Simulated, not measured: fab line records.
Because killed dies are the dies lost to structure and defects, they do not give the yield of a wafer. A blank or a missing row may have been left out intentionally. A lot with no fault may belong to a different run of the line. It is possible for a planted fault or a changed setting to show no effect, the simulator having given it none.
Chamber matching -- flow nand_harc -- NHARC_THIN_TSV_ETCHBACK_48 on rie_diel-09 has 4 sister chambers
The step etches the open film in C4F8/Ar, target depth 1028.5 nm, time 405.17 s. 8 wafers are shown with their chamber, then 7 later ones without.

== EACH WAFER AND ITS CHAMBER ==
wafer,chamber,rf_vpp_V (V),oes_product_au (a.u.)
L494.3,1,542,0.91
L497.4,1,543,0.91
L497.5,0,546,0.92
L511.1,3,543,0.97
L511.2,2,541,0.95
L511.6,3,542,0.98
L509.1,2,541,0.99
L509.3,0,546,0.99

== WAFERS WITHOUT THEIR CHAMBER ==
wafer,rf_vpp_V (V),oes_product_au (a.u.)
L509.5,542,1.00
L516.4,545,0.96
L516.5,543,0.96
L516.6,542,0.95
L517.1,545,0.93
L517.2,543,0.93
L517.4,542,0.92

== CHAMBER TAKEN BY EACH ==
wafer,from the rows above,in truth
L509.5,can't be placed: 3 or 2 or 1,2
L516.4,0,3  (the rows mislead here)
L516.5,can't be placed: 3 or 1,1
L516.6,can't be placed: 3 or 1 or 2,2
L517.1,0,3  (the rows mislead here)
L517.2,can't be placed: 1 or 3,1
L517.4,can't be placed: 1 or 3 or 2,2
Correct placement for 0 of the 7. From these rows, 5 cannot be placed; in 5 the true chamber is one of the candidates. 2 placed wrongly.
How it was worked out, from the rows above alone: a wafer's distance from a chamber is the root of the sum, over the readings, of the square of ((its reading less the chamber's mean) divided by the reading's scatter). If the next closest chamber is less than 2 further off than the closest, the wafer can't be placed; otherwise it belongs to the closest. For every chamber, the mean is computed from those of its wafers that are shown. The scatter: take each reading less its chamber's mean, square it, sum over the shown wafers, divide by the number of wafers less the number of chambers, and take the root.
